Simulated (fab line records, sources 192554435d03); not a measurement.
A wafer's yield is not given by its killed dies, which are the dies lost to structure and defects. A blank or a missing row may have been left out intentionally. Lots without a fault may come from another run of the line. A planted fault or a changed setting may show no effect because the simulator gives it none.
Matching of chambers + flow n5_finfet + N5_BEOL_M5_ETCH_72 on rie_diel-05: 4 sister chambers
The step etches underlayer in N2/H2, target depth 6.5 nm, time 5.2 s. 8 wafers are shown with their chamber, then 9 later ones without.

== WAFERS PAIRED WITH THEIR CHAMBERS ==
| wafer  | chamber | drypump_motor_current_A (A) | throttle_valve_pct (%) |
|--------|---------|-----------------------------|------------------------|
| L080.6 | 0       | 5.9                         | 17.87                  |
| L087.2 | 1       | 5.3                         | 17.77                  |
| L086.3 | 0       | 5.9                         | 17.87                  |
| L086.4 | 3       | 5.7                         | 17.98                  |
| L086.5 | 2       | 5.2                         | 18.55                  |
| L089.2 | 3       | 5.7                         | 17.96                  |
| L089.3 | 2       | 5.2                         | 18.53                  |
| L089.5 | 1       | 5.4                         | 17.80                  |

== WAFERS WHOSE CHAMBER IS MISSING ==
| wafer  | drypump_motor_current_A (A) | throttle_valve_pct (%) |
|--------|-----------------------------|------------------------|
| L093.1 | 5.9                         | 17.89                  |
| L093.2 | 5.2                         | 18.54                  |
| L093.4 | 5.4                         | 17.80                  |
| L097.2 | 5.2                         | 18.59                  |
| L097.3 | 5.9                         | 17.90                  |
| L097.5 | 5.8                         | 17.90                  |
| L096.1 | 5.4                         | 17.83                  |
| L096.2 | 5.8                         | 17.89                  |
| L096.4 | 5.2                         | 18.59                  |

== EACH ONE'S CHAMBER ==
| wafer  | from the rows above | in truth |
|--------|---------------------|----------|
| L093.1 | 0                   | 0        |
| L093.2 | 2                   | 2        |
| L093.4 | 1                   | 1        |
| L097.2 | 2                   | 2        |
| L097.3 | 0                   | 0        |
| L097.5 | 0                   | 0        |
| L096.1 | 1                   | 1        |
| L096.2 | 0                   | 0        |
| L096.4 | 2                   | 2        |
9 of 9 placed correctly. Number that these rows cannot place: 0. Number placed wrongly: 0.
How it was worked out, from the rows above alone: a wafer's distance from a chamber is the root of the sum, over the readings, of the square of ((its reading less the chamber's mean) divided by the reading's scatter). The wafer belongs to the nearest chamber; if the next one is less than 2 further off, it can't be placed. A chamber's mean is the mean of its shown wafers. The scatter: the root of (the sum of the squares of (reading less its chamber's mean) over the shown wafers, divided by (wafers less chambers)).
